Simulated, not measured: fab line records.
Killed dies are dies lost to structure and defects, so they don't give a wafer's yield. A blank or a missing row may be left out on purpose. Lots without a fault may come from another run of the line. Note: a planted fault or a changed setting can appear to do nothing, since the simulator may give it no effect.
fab line records	flow n5_finfet
record: lots: 7	wafers: 39
route steps=1938 shown WELL_APT@41 FIN_SAQP@130 SD_EPI_N@278 HKMG_FIN@403 MOL_CONTACT_COAG@584 BEOL_M0@731 BEOL_M2@844 BEOL_M4@1083 BEOL_M6@1194 BEOL_M7@1308 BEOL_M11@1539 BEOL_M13@1659 BEOL_M15@1773 PASSIVATION@1923
start_h: start of the lot's first displayed wafer, in hours after the record's first day	wait_h: hours from the lot's prior step to this one	" the same as in the row above	L1.1+2: a row that stands for several wafers	- either no value or no given start	* or withheld: withheld	< > ~ a bound
route shown NAME@n: a module of which the file shows steps, and the number in the route of the first	usual: the fault-free wafers' mean and standard deviation	same: alike in all rows	chamber/n: place in a boat	sites: each site's reading	_std_site: standard deviation of those values	_edge_site: mean of outer sites minus mean of inner sites	radius_mm: for every site, how far away it sits from the centre of the wafer	mask NAME#n: copy n	behind: the most recent tool/chamber to have shaped the wafer	hold: why the lot went on hold/how many hours it stayed there/how the hold came to an end	device: which transistor (n, p or np) failed to switch	end of line: the tests these same wafers got at the end of their route	step lacking rows: just its recipe	killed: count of dies lost to structure and defects at first sort (not the wafer's yield)	map: per-die view of a wafer (x killed, . not killed, _ where there is no die)
set.NAME: the setting the step ran with; set.NAME@STEP: the setting that earlier step ran with	model.NAME: the simulator's own value behind a step, which no gauge read
lots with deliberately changed settings; one table per step, one row per wafer
== steps ==
step: N5_WELL_APT_DEVELOP_24
recipe: develop_time_s: 45	rinse_liquid: surfactant_rinse	dry: air_spin	dev_temp_c: 21
step: N5_FIN_SAQP_ETCH_65
recipe: chemistry: CF4	target: SiO2	target_depth_a: 40	ion_energy_ev: 350	time_s: 4.4	pressure_mtorr: 10	icp_w: 800	bias_w: 400	cf4_flow_sccm: 80
step: N5_SD_EPI_N_ETCH_45
recipe: chemistry: CH3F/O2	target: SiOCN	target_depth_a: 60	mask_material: SOC	ion_energy_ev: 60	bias_w: 29	pressure_mtorr: 15	source_w: 410	Ar_flow_sccm: 150	CH3F_flow_sccm: 30	O2_flow_sccm: 20
step: N5_HKMG_FIN_ETCH_55
recipe: chemistry: N2/H2	target: SOC	target_depth_a: 2400	temp_c: 40	time_s: 300	ion_energy_ev: 200	mask_material: SiARC	pressure_mtorr: 30	source_w: 840	bias_w: 150	n2_flow_sccm: 200	h2_flow_sccm: 200
step: N5_MOL_CONTACT_COAG_ETCHBACK_135
recipe: chemistry: CHF3	target: SiO2	target_depth_a: 250	time_s: 16.7	ion_energy_ev: 200	pressure_mtorr: 30	source_w: 610	bias_w: 170	Ar_flow_sccm: 200	CHF3_flow_sccm: 50
step: N5_BEOL_M0_ALD_136
recipe: material: TaN	target_thk_a: *	temp_c: 275	ald_precursor_family: PDMAT	ald_co_reactant: NH3	pressure_torr: 3	carrier_flow_sccm: 1500	pulse_time_s: 2	purge_time_s: 3	co_reactant_purge_time_s: 2	co_reactant_pulse_time_s: 3	ald_cycles: 30	precursor_vessel_temp_c: 75	precursor_vessel_pressure_torr: 26.25	precursor_vessel_carrier_sccm: 1000
step: N5_BEOL_M2_HM_DEP_02
recipe: material: TiN	target_thk_a: 200	temp_c: 25	chamber_pressure_pa: 0.49996
step: N5_BEOL_M4_CVD_47
recipe: material: Co	target_thk_a: 30	temp_c: withheld	precursor: CCTBA/H2	pressure_torr: 30	time_s: 223.8
step: N5_BEOL_M6_ILD_DEP_00
recipe: material: SiCOH_lowk	target_thk_a: 1797.5	temp_c: 300	precursor: DEMS/porogen	pressure_torr: 5	rf_w: 500	time_s: 33.4
step: N5_BEOL_M7_TRENCH_ETCH_37
recipe: chemistry: C4F6/O2	target_depth_a: 934.78	target: SiCOH_lowk	time_s: 31.2	ion_energy_ev: 250	pressure_mtorr: 30	source_w: 345	bias_w: 185	Ar_flow_sccm: 300	C4F6_flow_sccm: 10	O2_flow_sccm: 10
step: N5_BEOL_M11_PECVD_70
recipe: material: SiO2	target_thk_a: 200	temp_c: 400	precursor: TEOS/O2	pressure_torr: 5.5	rf_w: 450	teos_flow_sccm: 53.8	gas: O2	flow_sccm: 3000	time_s: 22.7
step: N5_BEOL_M13_ILD_DEP_00
recipe: material: SiOC	target_thk_a: 8379.2	temp_c: 350	precursor: DEMS/O2	pressure_torr: 5	rf_w: 500	time_s: 166.4
step: N5_BEOL_M15_ILD_DEP_00
recipe: material: SiO2	target_thk_a: 16293	temp_c: 400	precursor: TEOS/O2	pressure_torr: 6.5	rf_w: 900	teos_flow_sccm: 161.4	gas: O2	flow_sccm: 2650	time_s: 346.1
step: N5_PASSIVATION_DEVELOP_43
recipe: develop_time_s: 60	rinse_liquid: diw	dry: air_spin	dev_temp_c: 21
step: N5_PASSIVATION_PROBE_49
usual: killed_at_M0_to_M3: 35/11	sort_bin_5_function: 5.3/1
lot.wafer	tool	chamber	start_h	wait_h	set.develop_time_s@WELL_APT_DEVELOP_24	set.time_s@FIN_SAQP_ETCH_65	set.target_depth_a@SD_EPI_N_ETCH_45	set.time_s@HKMG_FIN_ETCH_55	set.target_depth_a@MOL_CONTACT_COAG_ETCHBACK_135	set.ald_cycles@BEOL_M0_ALD_136	set.target_thk_a@BEOL_M2_HM_DEP_02	set.target_thk_a@BEOL_M4_CVD_47	set.time_s@BEOL_M6_ILD_DEP_00	set.time_s@BEOL_M7_TRENCH_ETCH_37	set.time_s@BEOL_M11_PECVD_70	set.target_thk_a@BEOL_M13_ILD_DEP_00	set.target_thk_a@BEOL_M15_ILD_DEP_00	set.develop_time_s@PASSIVATION_DEVELOP_43	killed_at_M0_to_M3	sort_bin_5_function[%]
L074.1	prober-02	-	294.80	0.0	64.48	6.611	81.89	300	339.1	30	151.5	30	33.4	46.83	32.67	4781	25430	60	34	5.9
L074.2	prober-02	-	294.85	0.1	45	4.4	60	300	250	30	151.5	30	33.4	31.2	22.7	8379.2	25430	60	32	5.3
L074.3	prober-02	-	294.90	0.1	45	4.4	81.89	355.7	250	30	200	30	33.4	31.2	22.7	4781	25430	60	29	4.8
L074.4	prober-02	-	294.95	0.2	64.48	4.4	60	355.7	339.1	13	151.5	30	33.4	31.2	32.67	8379.2	16293	60	29	4.6
L074.5	prober-02	-	295.00	0.2	64.48	6.611	60	355.7	250	13	200	30	33.4	46.83	32.67	8379.2	16293	60	19	4.1
L074.6	prober-02	-	295.05	0.3	45	6.611	81.89	300	339.1	13	200	30	33.4	46.83	22.7	4781	16293	60	27	4.2
L078.1	prober-01	-	319.03	0.0	45	4.4	72.29	300	250	30	255.4	42.64	33.4	42.31	29.22	8379.2	16293	79.23	27	3.8
L078.2	prober-01	-	319.08	0.1	56.19	4.4	72.29	384.8	250	23	200	30	33.4	31.2	22.7	8379.2	24050	60	20	3.6
L078.3	prober-01	-	319.13	0.1	56.19	4.4	60	384.8	312.1	23	200	42.64	41.95	42.31	22.7	8379.2	24050	79.23	38	5.5
L078.4	prober-01	-	319.18	0.2	45	6.437	60	384.8	312.1	30	255.4	42.64	33.4	31.2	22.7	8379.2	16293	79.23	42	5.8
L078.5	prober-01	-	319.23	0.2	45	6.437	60	300	250	23	255.4	30	41.95	42.31	29.22	8379.2	24050	60	28	4.1
L078.6	prober-01	-	319.28	0.3	56.19	6.437	72.29	300	312.1	30	200	30	41.95	31.2	29.22	8379.2	16293	60	35	4.9
L079.1	prober-02	-	319.65	0.0	30.36	4.4	60	169.2	250	30	290.5	30	33.4	22.19	22.7	8379.2	26030	60	939	80.8
L079.2	prober-02	-	319.70	0.1	30.36	4.4	60	300	250	42	200	30	18.98	31.2	22.7	8379.2	16293	70.85	51	5.3
L079.3	prober-02	-	319.75	0.1	45	4.4	83.89	300	250	30	200	43.01	33.4	31.2	22.7	3466	16293	60	47	5.3
L079.4	prober-02	-	319.80	0.2	45	4.4	83.89	300	250	42	290.5	43.01	33.4	22.19	22.7	8379.2	16293	70.85	769	65.5
L079.5	prober-02	-	319.85	0.2	30.36	4.4	83.89	169.2	250	42	200	30	18.98	22.19	22.7	3466	26030	60	25	3.5
L079.6	prober-02	-	319.90	0.3	45	4.4	60	169.2	250	30	290.5	43.01	18.98	31.2	22.7	3466	26030	70.85	754	64.4
L082.2	prober-02	-	325.88	0.1	45	4.4	60	300	250	30	200	30	33.4	31.2	22.7	8379.2	16293	60	23	6.2
L082.3	prober-02	-	325.93	0.1	45	4.4	60	300	250	30	200	30	33.4	31.2	22.7	8379.2	16293	60	43	6.2
L082.6	prober-02	-	326.08	0.3	45	4.4	60	300	250	30	200	30	33.4	31.2	22.7	8379.2	16293	60	26	6.0
L085.1	prober-01	-	343.75	0.0	59.28	4.4	60	300	142.1	30	200	30	47.78	31.2	12.43	3588	16293	60	35	5.6
L085.2	prober-01	-	343.80	0.1	45	4.4	60	200.6	250	30	200	30	47.78	36.3	12.43	8379.2	16293	60	62	4.7
L085.3	prober-01	-	343.85	0.1	45	5.645	60	200.6	142.1	30	200	30	33.4	36.3	22.7	8379.2	16293	60	34	4.6
L085.4	prober-01	-	343.90	0.2	59.28	4.4	60	200.6	250	30	200	30	33.4	31.2	12.43	8379.2	16293	60	41	5.5
L085.5	prober-01	-	343.95	0.2	45	5.645	60	300	142.1	30	200	30	47.78	31.2	22.7	3588	16293	60	36	6.4
L085.6	prober-01	-	344.00	0.3	59.28	5.645	60	300	250	30	200	30	33.4	36.3	22.7	3588	16293	60	47	6.3
L089.1	prober-02	-	369.64	0.0	45	5.333	60	300	250	20	200	30	51.69	31.2	22.7	6142	10020	60	37	96.7
L089.2	prober-02	-	369.69	0.1	45	5.333	60	214.3	250	20	84.13	12.68	51.69	14.95	22.7	6142	16293	35.7	18	97.5
L089.3	prober-02	-	369.74	0.1	71.37	4.4	26.62	300	250	20	84.13	12.68	33.4	31.2	22.7	8379.2	16293	35.7	18	4.0
L089.4	prober-02	-	369.79	0.2	45	4.4	26.62	214.3	250	30	200	12.68	33.4	14.95	9.166	6142	10020	35.7	20	95.5
L089.5	prober-02	-	369.84	0.2	71.37	4.4	60	214.3	250	30	84.13	30	51.69	31.2	9.166	8379.2	10020	60	37	96.2
L089.6	prober-02	-	369.89	0.3	71.37	5.333	26.62	300	250	30	200	30	33.4	14.95	9.166	8379.2	16293	60	34	89.3
L090.1	prober-01	-	387.68	0.0	27.21	4.4	60	300	366.1	38	200	30	33.4	31.2	32.3	8379.2	16293	60	40	5.9
L090.2	prober-01	-	387.73	0.1	45	4.4	60	300	250	30	300.6	30	20.81	31.2	32.3	8379.2	16293	46.84	1037	89.3
L090.3	prober-01	-	387.78	0.1	45	2.095	60	300	366.1	30	300.6	40.47	33.4	31.2	22.7	8379.2	16293	46.84	1076	93.5
L090.4	prober-01	-	387.83	0.2	27.21	2.095	60	300	250	38	300.6	40.47	20.81	31.2	32.3	8379.2	16293	60	1103	95.3
L090.5	prober-01	-	387.88	0.2	45	2.095	60	300	366.1	38	200	30	20.81	31.2	22.7	8379.2	16293	46.84	21	3.9
L090.6	prober-01	-	387.93	0.3	27.21	4.4	60	300	250	30	200	40.47	33.4	31.2	22.7	8379.2	16293	60	19	3.7
killed by level:class
L074.1 BEOL_M7:area_etch=128 MOL_CONTACT_COAG:geometric_particle:open=18 BEOL_M4:geometric_particle:open=11 BEOL_M2:geometric_particle:open=10 BEOL_M1:geometric_particle:open=9 FIN_SAQP:geometric_particle:open=7 BEOL_M2:geometric_particle:short=6 MOL_CONTACT_COAG:geometric_particle:short=6
L074.2 BEOL_M2:geometric_particle:open=15 MOL_CONTACT_COAG:geometric_particle:open=12 BEOL_M4:geometric_particle:open=9 FIN_SAQP:geometric_particle:open=7 BEOL_M0_SAQP:geometric_particle:open=7 STARTING-WAFER:geometric_particle:open=7 BEOL_M0_SAQP:geometric_particle:short=4 BEOL_M5:geometric_particle:open=4
L074.3 MOL_CONTACT_COAG:geometric_particle:open=12 FIN_SAQP:geometric_particle:open=11 STI_FIN_REVEAL:geometric_particle:open=10 BEOL_M4:geometric_particle:open=10 BEOL_M2:geometric_particle:open=9 BEOL_M0_SAQP:geometric_particle:short=7 BEOL_M0_SAQP:geometric_particle:open=6 FIN_SAQP:geometric_particle:short=5
L074.4 MOL_CONTACT_COAG:geometric_particle:open=15 BEOL_M2:geometric_particle:open=13 BEOL_M4:geometric_particle:open=9 FIN_SAQP:geometric_particle:open=6 BEOL_M1:geometric_particle:open=6 BEOL_M3:geometric_particle:open=5 FIN_SAQP:geometric_particle:short=3 MOL_CONTACT_COAG:geometric_particle:short=3
L074.5 BEOL_M7:area_etch=26 MOL_CONTACT_COAG:geometric_particle:open=10 FIN_SAQP:geometric_particle:open=7 STI_FIN_REVEAL:geometric_particle:open=7 BEOL_M4:geometric_particle:open=5 FIN_SAQP:geometric_particle:short=4 ILD0:geometric_particle:short=4 BEOL_M2:geometric_particle:open=4
L074.6 BEOL_M7:area_etch=97 MOL_CONTACT_COAG:geometric_particle:open=11 BEOL_M0_SAQP:geometric_particle:open=10 FIN_SAQP:geometric_particle:open=6 BEOL_M1:geometric_particle:open=6 FIN_SAQP:geometric_particle:short=5 STI_FIN_REVEAL:geometric_particle:open=5 MOL_CONTACT_COAG:geometric_particle:short=5
L078.1 BEOL_M4:geometric_particle:open=9 MOL_CONTACT_COAG:geometric_particle:open=8 BEOL_M0_SAQP:geometric_particle:open=8 BEOL_M0_SAQP:geometric_particle:short=7 FIN_SAQP:geometric_particle:short=5 FIN_SAQP:geometric_particle:open=4 BEOL_M2:area_open=4 STI_FIN_REVEAL:geometric_particle:open=3
L078.2 BEOL_M4:geometric_particle:open=10 MOL_CONTACT_COAG:geometric_particle:open=6 BEOL_M0_SAQP:geometric_particle:open=6 MOL_CONTACT_COAG:geometric_particle:short=5 BEOL_M0_SAQP:geometric_particle:short=5 FIN_SAQP:geometric_particle:open=4 BEOL_M1:geometric_particle:open=4 FIN_SAQP:geometric_particle:short=3
L078.3 BEOL_M4:area_ecd=47 BEOL_M0_SAQP:geometric_particle:open=11 FIN_SAQP:geometric_particle:open=9 BEOL_M0_SAQP:geometric_particle:short=9 MOL_CONTACT_COAG:geometric_particle:open=7 BEOL_M3:geometric_particle:open=6 FIN_SAQP:geometric_particle:short=5 STI_FIN_REVEAL:geometric_particle:open=5
L078.4 BEOL_M0_SAQP:geometric_particle:open=11 BEOL_M2:area_open=11 MOL_CONTACT_COAG:geometric_particle:open=9 BEOL_M4:geometric_particle:open=8 STI_FIN_REVEAL:geometric_particle:open=7 FIN_SAQP:geometric_particle:short=6 BEOL_M2:geometric_particle:open=6 MOL_CONTACT_COAG:geometric_particle:short=4
L078.5 BEOL_M2:area_open=12 MOL_CONTACT_COAG:geometric_particle:open=6 BEOL_M4:geometric_particle:open=6 BEOL_M0_SAQP:geometric_particle:short=5 GATE_CUT:geometric_particle:open=4 MOL_CONTACT_COAG:geometric_particle:short=4 BEOL_M3:geometric_particle:open=4 FIN_SAQP:geometric_particle:short=2
L078.6 BEOL_M0_SAQP:geometric_particle:short=10 BEOL_M3:geometric_particle:open=8 FIN_SAQP:geometric_particle:open=7 MOL_CONTACT_COAG:geometric_particle:open=7 BEOL_M0_SAQP:geometric_particle:open=7 BEOL_M4:geometric_particle:open=7 FIN_SAQP:geometric_particle:short=6 STI_FIN_REVEAL:geometric_particle:open=5
L079.1 BEOL_M2:area_open=890 BEOL_M3:geometric_particle:open=16 MOL_CONTACT_COAG:geometric_particle:open=12 BEOL_M0_SAQP:geometric_particle:short=8 FIN_SAQP:geometric_particle:open=7 BEOL_M1:geometric_particle:open=7 FIN_SAQP:geometric_particle:short=5 BEOL_M0_SAQP:geometric_particle:open=5
L079.2 BEOL_M6:area_dep=1052 BEOL_M1:geometric_particle:short=12 BEOL_M0_SAQP:geometric_particle:open=8 BEOL_M3:geometric_particle:open=8 MOL_CONTACT_COAG:geometric_particle:open=7 BEOL_M0:geometric_particle:open=7 FIN_SAQP:geometric_particle:open=5 BEOL_M2:geometric_particle:open=5
L079.3 BEOL_M13:area_dep=1084 MOL_CONTACT_COAG:geometric_particle:open=12 BEOL_M0_SAQP:geometric_particle:open=9 BEOL_M1:geometric_particle:short=9 BEOL_M1:geometric_particle:open=7 BEOL_M3:geometric_particle:open=7 BEOL_M0_SAQP:geometric_particle:short=6 SDB:geometric_particle:open=4
L079.4 BEOL_M2:area_open=716 MOL_CONTACT_COAG:geometric_particle:open=23 BEOL_M3:geometric_particle:open=16 BEOL_M0_SAQP:geometric_particle:open=10 BEOL_M0_SAQP:geometric_particle:short=8 BEOL_M1:geometric_particle:open=7 FIN_SAQP:geometric_particle:open=6 BEOL_M3:geometric_particle:short=6
L079.5 BEOL_M6:area_dep=581 BEOL_M13:area_dep=509 MOL_CONTACT_COAG:geometric_particle:open=10 BEOL_M1:geometric_particle:open=9 FIN_SAQP:geometric_particle:open=8 BEOL_M0_SAQP:geometric_particle:short=6 BEOL_M7:area_ecd=6 BEOL_M4:geometric_particle:open=5
L079.6 BEOL_M2:area_open=710 BEOL_M6:area_dep=303 BEOL_M13:area_dep=74 BEOL_M0_SAQP:geometric_particle:short=10 FIN_SAQP:geometric_particle:open=8 BEOL_M0_SAQP:geometric_particle:open=7 FIN_SAQP:geometric_particle:short=6 BEOL_M3:geometric_particle:open=6
L082.2 MOL_CONTACT_COAG:geometric_particle:open=13 FIN_SAQP:geometric_particle:short=10 FIN_SAQP:geometric_particle:open=9 STI_FIN_REVEAL:geometric_particle:open=9 GATE_CUT:geometric_particle:short=9 BEOL_M0_SAQP:geometric_particle:open=7 BEOL_M0_SAQP:geometric_particle:short=6 STARTING-WAFER:geometric_particle:short=5
L082.3 FIN_SAQP:geometric_particle:short=18 BEOL_M0_SAQP:geometric_particle:short=18 FIN_SAQP:geometric_particle:open=11 MOL_CONTACT_COAG:geometric_particle:open=9 BEOL_M0_SAQP:geometric_particle:open=9 BEOL_M3:geometric_particle:open=8 BEOL_M1:geometric_particle:short=5 STARTING-WAFER:geometric_particle:short=5
L082.6 FIN_SAQP:geometric_particle:open=16 STI_FIN_REVEAL:geometric_particle:open=11 FIN_SAQP:geometric_particle:short=8 GATE_CUT:geometric_particle:short=8 MOL_CONTACT_COAG:geometric_particle:open=7 BEOL_M1:geometric_particle:open=7 GATE_CUT:geometric_particle:open=5 ILD0:geometric_particle:open=4
L085.1 BEOL_M13:area_dep=1065 MOL_CONTACT_COAG:geometric_particle:open=20 BEOL_M2:geometric_particle:open=14 FIN_SAQP:geometric_particle:short=7 FIN_SAQP:geometric_particle:open=7 BEOL_M3:geometric_particle:open=7 MOL_CONTACT_COAG:geometric_particle:short=6 BEOL_M1:geometric_particle:open=6
L085.2 BEOL_M2:geometric_particle:open=16 BEOL_M1:geometric_particle:open=10 BEOL_M3:geometric_particle:open=9 BEOL_M2:geometric_particle:short=8 FIN_SAQP:geometric_particle:open=7 MOL_CONTACT_COAG:geometric_particle:open=7 STI_FIN_REVEAL:geometric_particle:open=6 BEOL_M0_SAQP:geometric_particle:short=6
L085.3 STI_FIN_REVEAL:geometric_particle:open=9 BEOL_M0_SAQP:geometric_particle:open=9 MOL_CONTACT_COAG:geometric_particle:open=7 BEOL_M1:geometric_particle:open=7 BEOL_M2:geometric_particle:open=5 BEOL_M3:geometric_particle:open=5 HKMG_FIN:area_etch=5 BEOL_M0_SAQP:geometric_particle:short=4
L085.4 BEOL_M3:geometric_particle:open=13 BEOL_M4:geometric_particle:open=10 BEOL_M1:geometric_particle:open=8 DUMMY_GATE:geometric_particle:open=6 MOL_CONTACT_COAG:geometric_particle:open=6 BEOL_M2:geometric_particle:open=6 BEOL_M2:geometric_particle:short=5 BEOL_M3:geometric_particle:short=4
L085.5 BEOL_M13:area_dep=1069 MOL_CONTACT_COAG:geometric_particle:open=14 FIN_SAQP:geometric_particle:short=12 BEOL_M1:geometric_particle:open=10 BEOL_M2:geometric_particle:open=10 FIN_SAQP:geometric_particle:open=9 BEOL_M4:geometric_particle:open=6 BEOL_M3:geometric_particle:open=5
L085.6 BEOL_M13:area_dep=1054 MOL_CONTACT_COAG:geometric_particle:open=21 STI_FIN_REVEAL:geometric_particle:open=14 BEOL_M2:geometric_particle:open=9 FIN_SAQP:geometric_particle:short=8 BEOL_M3:geometric_particle:open=8 BEOL_M0_SAQP:geometric_particle:open=8 BEOL_M0_SAQP:geometric_particle:short=8
L089.1 BEOL_M6:area_etch=1081 MOL_CONTACT_COAG:geometric_particle:open=14 BEOL_M0_SAQP:geometric_particle:short=11 BEOL_M4:geometric_particle:open=9 BEOL_M0_SAQP:geometric_particle:open=8 STI_FIN_REVEAL:geometric_particle:open=7 BEOL_M1:geometric_particle:open=7 BEOL_M1:geometric_particle:short=5
L089.2 BEOL_M6:area_etch=1106 BEOL_M4:geometric_particle:open=9 BEOL_M0_SAQP:geometric_particle:open=8 BEOL_M0_SAQP:geometric_particle:short=7 FIN_SAQP:geometric_particle:open=5 STI_FIN_REVEAL:geometric_particle:open=5 HKMG_FIN:area_etch=5 BEOL_M5:geometric_particle:open=3
L089.3 MOL_CONTACT_COAG:geometric_particle:open=13 FIN_SAQP:geometric_particle:open=11 FIN_SAQP:geometric_particle:short=9 BEOL_M1:geometric_particle:open=6 STI_FIN_REVEAL:geometric_particle:open=5 BEOL_M0_SAQP:geometric_particle:short=4 STI_FIN_REVEAL:geometric_particle:short=3 SPACER0:geometric_particle:short=3
L089.4 BEOL_M7:area_ecd=1077 BEOL_M4:geometric_particle:open=12 BEOL_M0_SAQP:geometric_particle:short=6 FIN_SAQP:geometric_particle:open=5 MOL_CONTACT_COAG:geometric_particle:open=5 BEOL_M0_SAQP:geometric_particle:open=5 BEOL_M1:geometric_particle:open=5 STARTING-WAFER:geometric_particle:short=5
L089.5 BEOL_M6:area_etch=1073 BEOL_M0_SAQP:geometric_particle:open=12 FIN_SAQP:geometric_particle:short=11 FIN_SAQP:geometric_particle:open=10 MOL_CONTACT_COAG:geometric_particle:open=10 BEOL_M0_SAQP:geometric_particle:short=9 STI_FIN_REVEAL:geometric_particle:open=8 BEOL_M1:geometric_particle:open=7
L089.6 BEOL_M7:area_ecd=991 BEOL_M0_SAQP:geometric_particle:short=13 BEOL_M4:geometric_particle:open=13 FIN_SAQP:geometric_particle:open=12 MOL_CONTACT_COAG:geometric_particle:open=9 BEOL_M0_SAQP:geometric_particle:open=8 STI_FIN_REVEAL:geometric_particle:open=8 BEOL_M1:geometric_particle:open=6
L090.1 MOL_CONTACT_COAG:geometric_particle:open=10 BEOL_M0_SAQP:geometric_particle:open=10 FIN_SAQP:geometric_particle:short=8 FIN_SAQP:geometric_particle:open=8 BEOL_M0_SAQP:geometric_particle:short=7 MOL_CONTACT_COAG:geometric_particle:short=6 BEOL_M3:geometric_particle:open=6 BEOL_M1:geometric_particle:short=5
L090.2 BEOL_M2:area_open=1006 BEOL_M6:area_dep=20 MOL_CONTACT_COAG:geometric_particle:open=12 BEOL_M0_SAQP:geometric_particle:short=9 STI_FIN_REVEAL:geometric_particle:open=7 BEOL_M3:geometric_particle:open=6 BEOL_M0_SAQP:geometric_particle:open=5 GATE_CUT:geometric_particle:open=4
L090.3 BEOL_M2:area_open=1053 BEOL_M0_SAQP:geometric_particle:open=11 BEOL_M4:geometric_particle:open=10 MOL_CONTACT_COAG:geometric_particle:open=9 STI_FIN_REVEAL:geometric_particle:open=7 FIN_SAQP:geometric_particle:short=4 ILD0:geometric_particle:short=4 BEOL_M0_SAQP:geometric_particle:short=4
L090.4 BEOL_M2:area_open=1062 MOL_CONTACT_COAG:geometric_particle:open=14 BEOL_M0_SAQP:geometric_particle:open=10 BEOL_M1:geometric_particle:open=9 BEOL_M0_SAQP:geometric_particle:short=8 BEOL_M4:geometric_particle:open=6 FIN_SAQP:geometric_particle:open=5 STI_FIN_REVEAL:geometric_particle:open=5
L090.5 BEOL_M6:area_dep=312 STI_FIN_REVEAL:geometric_particle:open=13 MOL_CONTACT_COAG:geometric_particle:open=8 BEOL_M0_SAQP:geometric_particle:open=8 FIN_SAQP:geometric_particle:open=7 FIN_SAQP:geometric_particle:short=5 BEOL_M2:geometric_particle:open=4 BEOL_M4:geometric_particle:open=4
L090.6 MOL_CONTACT_COAG:geometric_particle:open=13 STI_FIN_REVEAL:geometric_particle:open=11 FIN_SAQP:geometric_particle:open=6 DUMMY_GATE:geometric_particle:open=5 GATE_CUT:geometric_particle:short=5 BEOL_M0_SAQP:geometric_particle:short=5 BEOL_M1:geometric_particle:open=5 ILD0:geometric_particle:open=3
== key ==
split: step: N5_WELL_APT_DEVELOP_24	setting: develop_time_s	stated_as: 45
response none clear
split: step: N5_FIN_SAQP_ETCH_65	setting: time_s	stated_as: 4.4
response none clear
split: step: N5_SD_EPI_N_ETCH_45	setting: target_depth_a	stated_as: 60
response none clear
split: step: N5_HKMG_FIN_ETCH_55	setting: time_s	stated_as: 300
response none clear
split: step: N5_MOL_CONTACT_COAG_ETCHBACK_135	setting: target_depth_a	stated_as: 250
response none clear
split: step: N5_BEOL_M0_ALD_136	setting: ald_cycles	stated_as: 30
response none clear
split: step: N5_BEOL_M2_HM_DEP_02	setting: target_thk_a	stated_as: 200
response: step: N5_PASSIVATION_PROBE_49	reading: sort_bin_5_function	slope: +1.07	per: 1%	together_with: all	explained: 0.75
response: step: N5_PASSIVATION_PROBE_49	reading: killed_at_M0_to_M3	slope: +10.8	per: 1%	together_with: all	explained: 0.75
split: step: N5_BEOL_M4_CVD_47	setting: target_thk_a	stated_as: 30
response none clear
split: step: N5_BEOL_M6_ILD_DEP_00	setting: time_s	stated_as: 33.4
response none clear
split: step: N5_BEOL_M7_TRENCH_ETCH_37	setting: time_s	stated_as: 31.2
response none clear
split: step: N5_BEOL_M11_PECVD_70	setting: time_s	stated_as: 22.7
response none clear
split: step: N5_BEOL_M13_ILD_DEP_00	setting: target_thk_a	stated_as: 8379.2
response none clear
split: step: N5_BEOL_M15_ILD_DEP_00	setting: target_thk_a	stated_as: 16293
response none clear
split: step: N5_PASSIVATION_DEVELOP_43	setting: develop_time_s	stated_as: 60
response none clear
